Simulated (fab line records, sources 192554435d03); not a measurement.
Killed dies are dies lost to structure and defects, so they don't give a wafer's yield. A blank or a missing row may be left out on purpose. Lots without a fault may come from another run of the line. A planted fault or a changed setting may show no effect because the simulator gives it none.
Chamber matching | flow n5_finfet | N5_BEOL_M6_STRIP_19 on rie_diel-03: 4 sister chambers
The step strips in O2. 18 wafers are shown with their chamber, then 9 later ones without.

WAFERS WITH THEIR CHAMBER
wafer  | chamber | drypump_motor_current_A (A) | showerhead_plenum_p_Torr (Torr) | oes_product_au (a.u.)
L075.1 | 2       | 5.8                         | 2.08                            | 0.69
L075.4 | 3       | 5.2                         | 2.16                            | 0.73
L075.6 | 2       | 5.9                         | 2.08                            | 0.69
L074.2 | 1       | 5.3                         | 2.06                            | 0.81
L074.3 | 2       | 5.9                         | 2.08                            | 0.69
L074.4 | 0       | 6.1                         | 2.06                            | 0.90
L077.2 | 1       | 5.3                         | 2.06                            | 0.81
L077.4 | 2       | 5.9                         | 2.08                            | 0.70
L077.5 | 1       | 5.3                         | 2.06                            | 0.81
L078.2 | 1       | 5.3                         | 2.05                            | 0.80
L078.5 | 1       | 5.3                         | 2.05                            | 0.80
L078.6 | 0       | 6.1                         | 2.06                            | 0.88
L082.1 | 0       | 6.1                         | 2.06                            | 0.88
L082.2 | 3       | 5.2                         | 2.16                            | 0.73
L082.3 | 1       | 5.3                         | 2.05                            | 0.79
L083.1 | 1       | 5.3                         | 2.05                            | 0.80
L083.3 | 2       | 5.8                         | 2.07                            | 0.68
L083.4 | 0       | 6.1                         | 2.06                            | 0.85

SIGNATURES (means of the wafers above)
reading                  | chamber 0 | chamber 1 | chamber 2 | chamber 3 | scatter within a chamber
drypump_motor_current_A  | 6.100     | 5.300     | 5.860     | 5.200     | 0.0293
showerhead_plenum_p_Torr | 2.0600    | 2.0543    | 2.0780    | 2.1600    | 0.00424
oes_product_au           | 0.8775    | 0.8029    | 0.6900    | 0.7300    | 0.0114
Rule: a wafer's distance from a chamber is the root of the sum, over the readings, of the square of ((its reading less the chamber's mean) divided by the reading's scatter). The wafer belongs to the nearest chamber; if the next one is less than 2 further off, it can't be placed. The scatter: the root of (the sum of the squares of (reading less its chamber's mean) over the shown wafers, divided by (wafers less chambers)).

WAFERS WITHOUT THEIR CHAMBER
wafer  | drypump_motor_current_A (A) | showerhead_plenum_p_Torr (Torr) | oes_product_au (a.u.)
L087.1 | 6.1                         | 2.05                            | 0.86
L087.3 | 5.3                         | 2.05                            | 0.79
L087.6 | 5.1                         | 2.15                            | 0.70
L088.2 | 5.3                         | 2.05                            | 0.78
L088.3 | 6.1                         | 2.05                            | 0.86
L088.6 | 6.1                         | 2.05                            | 0.86
L092.4 | 5.9                         | 2.07                            | 0.93
L092.5 | 5.1                         | 2.15                            | 0.71
L092.6 | 5.9                         | 2.07                            | 0.95

WHICH CHAMBER EACH WENT THROUGH
wafer  | from the rows above | in truth
L087.1 | 0                   | 0
L087.3 | 1                   | 1
L087.6 | 3                   | 3
L088.2 | 1                   | 1
L088.3 | 0                   | 0
L088.6 | 0                   | 0
L092.4 | 0                   | 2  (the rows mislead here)
L092.5 | 3                   | 3
L092.6 | 0                   | 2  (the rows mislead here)
Placed correctly: 7 of 9. Can't be placed from these rows: 0. Placed wrongly: 2.
